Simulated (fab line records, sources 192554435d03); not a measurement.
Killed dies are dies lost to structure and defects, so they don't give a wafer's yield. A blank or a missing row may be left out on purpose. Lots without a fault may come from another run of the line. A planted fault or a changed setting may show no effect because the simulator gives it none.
A struck lot beside a sound one | flow n5_finfet | 31 steps out of a route of 1938
Sound: wafers L666.1, L666.2, L666.5. Struck: wafer L682.1. (L682.2, L682.3 of the same lot were not struck and are left out.) The cause comes at the end.
At each step with rows: each side's tool, then ch and its chambers, then its first start. Under that, the readings that differ: sound wafers | struck wafers | difference of the means | sigmas: that difference in standard deviations of wafers without a fault.
alike: readings whose means differ by less than 2 such deviations, and words and numbers that are the same on both sides. not compared: withheld readings, readings that some wafer has no value for, bounds like >300 that may hide the same value, and numbers for which the record gives no deviation and whose values overlap.
The two part at a step that has a row with sigmas, a row that says differs or no value, or rows on one side only. Numbers that don't overlap but have no deviation are shown without sigmas and don't part them. A reading that every wafer of one side lacks parts them only if that side has two wafers or more.

first, 6 steps without rows for these wafers: N5_BEOL_M0_SAQP_COAT_34 (resist thk 30 nm); N5_BEOL_M0_SAQP_EBR_36; N5_BEOL_M0_SAQP_SOFTBAKE_35 (time 60 s); N5_BEOL_M0_SAQP_EXPOSE_37 (exposes mask M0 CUT1, target cd 30 nm); N5_BEOL_M0_SAQP_PEB_38 (peb time 60 s); N5_BEOL_M0_SAQP_DEVELOP_39 (develop time 30 s).
N5_BEOL_M0_SAQP_CD_MEAS_40: target cd 30 nm.
  sound on cd_sem-02 ch 0, day 6 05:22; struck on cd_sem-02 ch 0, day 10 02:31
  alike: cd_nm
N5_BEOL_M0_SAQP_OVL_MEAS_41:
  sound on overlay-02 ch 0, day 6 05:24; struck on overlay-01 ch 0, day 10 02:33
  reading          | sound          | struck | difference | sigmas
  M0_CUT1_OVL (nm) | -1.2 -1.5 -0.7 | 0.5    | +1.6       | +3
N5_BEOL_M0_SAQP_INSPECT_42: inspects for defects (brightfield).
  sound on defect_inspect-02, day 6 05:28; struck on defect_inspect-02, day 10 02:37
  alike: raw_defect_count
N5_BEOL_M0_SAQP_DESCUM_45: chemistry O2, time 7 s.
  sound on rie_diel-06 ch 1,2, day 6 05:29; struck on rie_diel-06 ch 0, day 10 02:47
  reading                         | sound          | struck | difference | sigmas
  showerhead_plenum_p_Torr (Torr) | 2.07 2.17 2.17 | 2.02   | -0.12      | -2
  alike: drypump_motor_current_A, oes_product_au, rf_vpp_V, throttle_valve_pct
  not compared: rf_hours_counter_h
then, 1 step without rows for these wafers: N5_BEOL_M0_SAQP_ETCH_88 (etches underlayer in N2/H2, target depth 6.5 nm, time 5.2 s).
N5_BEOL_M0_SAQP_ETCH_73: etches SiARC in CF4, target depth 19.5 nm, time 32.5 s.
  sound on rie_diel-06 ch 1,2, day 6 05:32; struck on rie_diel-06 ch 0, day 10 02:50
  reading                         | sound          | struck | difference | sigmas
  showerhead_plenum_p_Torr (Torr) | 2.12 2.23 2.23 | 2.08   | -0.11      | -2
  alike: drypump_motor_current_A, etch_rf_on_time_s, oes_product_au, rf_vpp_V, throttle_valve_pct
  not compared: rf_hours_counter_h
N5_BEOL_M0_SAQP_CUT_ETCH_46: etches SOC in N2/H2, target depth 135 nm, overetch 27 nm, time 202.5 s.
  sound on rie_diel-06 ch 1,2, day 6 05:35; struck on rie_diel-06 ch 0, day 10 02:52
  reading                         | sound          | struck | difference | sigmas
  showerhead_plenum_p_Torr (Torr) | 2.54 2.64 2.64 | 2.46   | -0.15      | -2
  alike: drypump_motor_current_A, rf_vpp_V, throttle_valve_pct
  not compared: rf_hours_counter_h
then, 2 steps without rows for these wafers: N5_BEOL_M0_SAQP_STRIP_74 (strips in N2/H2); N5_BEOL_M0_SAQP_STRIP_89 (strips in N2/H2).
N5_BEOL_M0_SAQP_ALD_48: deposits SiO2, target thk 20 nm, pulse time 1 s, co reactant pulse time 1 s.
  sound on ald_sin-01 ch 2,3, day 6 05:53; struck on ald_sin-01 ch 2, day 10 03:04
  alike: heater_power_w, precursor_pulse_height_rel
N5_BEOL_M0_SAQP_ETCH_49: etches SiO2 in CF4/O2, target depth 37 nm.
  sound on rie_diel-02 ch 1,2,3, day 6 06:25; struck on rie_diel-02 ch 1, day 10 03:35
  alike: drypump_motor_current_A, oes_product_au, rf_vpp_V, showerhead_plenum_p_Torr, throttle_valve_pct
  not compared: rf_hours_counter_h
N5_BEOL_M0_SAQP_STRIP_75: strips in CF4.
  sound on rie_diel-02 ch 1,2,3, day 6 06:31; struck on rie_diel-02 ch 1, day 10 03:41
  alike: drypump_motor_current_A, oes_product_au, power_w, rf_vpp_V, showerhead_plenum_p_Torr, throttle_valve_pct
  not compared: rf_hours_counter_h
then, 7 steps without rows for these wafers: N5_BEOL_M0_CUTY_COAT_50 (time 60 s, resist thk 15 nm); N5_BEOL_M0_CUTY_COAT_51 (resist thk 150 nm); N5_BEOL_M0_CUTY_EBR_52; N5_BEOL_M0_CUTY_SOFTBAKE_53 (time 60 s); N5_BEOL_M0_CUTY_EXPOSE_54 (exposes mask M0 ABLK); N5_BEOL_M0_CUTY_PEB_55 (peb time 60 s); N5_BEOL_M0_CUTY_DEVELOP_56 (develop time 30 s).
N5_BEOL_M0_CUTY_CD_MEAS_57: target cd 200 nm.
  sound on cd_sem-02 ch 0, day 6 06:54; struck on cd_sem-01 ch 0, day 10 04:05
  alike: cd_nm
N5_BEOL_M0_CUTY_OVL_MEAS_58:
  sound on overlay-02 ch 0, day 6 06:56; struck on overlay-02 ch 0, day 10 04:07
  alike: M0_ABLK_OVL
N5_BEOL_M0_CUTY_INSPECT_59: inspects for defects (macro).
  sound on defect_inspect-01, day 6 06:58; struck on defect_inspect-02, day 10 04:08
  reading          | sound | struck | difference | sigmas
  raw_defect_count | 1 1 2 | 10     | +9         | +6
then, 1 step without rows for these wafers: N5_BEOL_M0_CUTY_DESCUM_61 (chemistry O2, time 7.9 s).
-- the record jumps here: 4 days lie between the struck wafers' starts before and after (it left off in module BEOL_M0_CUTY and takes up again in module BEOL_M4, whose first step shown is number 1111 of the route) --
N5_BEOL_M4_RC_MEAS_101:
  sound on prober-02 ch 0, day 9 12:12; struck on prober-01 ch 0, day 13 19:06
  reading       | sound          | struck | difference | sigmas
  DIBL_N (mV/V) | 40.9 36.2 37.3 | 33.9   | -4.2       | -2
  VT_N (mV)     | 244 250 248    | 256    | +9         | +2
  alike: DIBL_P, IOFF_N, IOFF_P, ION_N, ION_P, SS_N, SS_P, VT_P
-- the record jumps here: 5 days lie between the struck wafers' starts before and after (it left off in module BEOL_M4 and takes up again in module PASSIVATION, whose first step shown is number 1936 of the route) --
N5_PASSIVATION_PROBE_49:
  the record has rows for the struck wafers here (prober-01, day 18 17:17) and none for the sound ones

WHERE THEY PART
First at N5_BEOL_M0_SAQP_OVL_MEAS_41; last, within this record, at N5_PASSIVATION_PROBE_49.

WHY: what the simulator had put in
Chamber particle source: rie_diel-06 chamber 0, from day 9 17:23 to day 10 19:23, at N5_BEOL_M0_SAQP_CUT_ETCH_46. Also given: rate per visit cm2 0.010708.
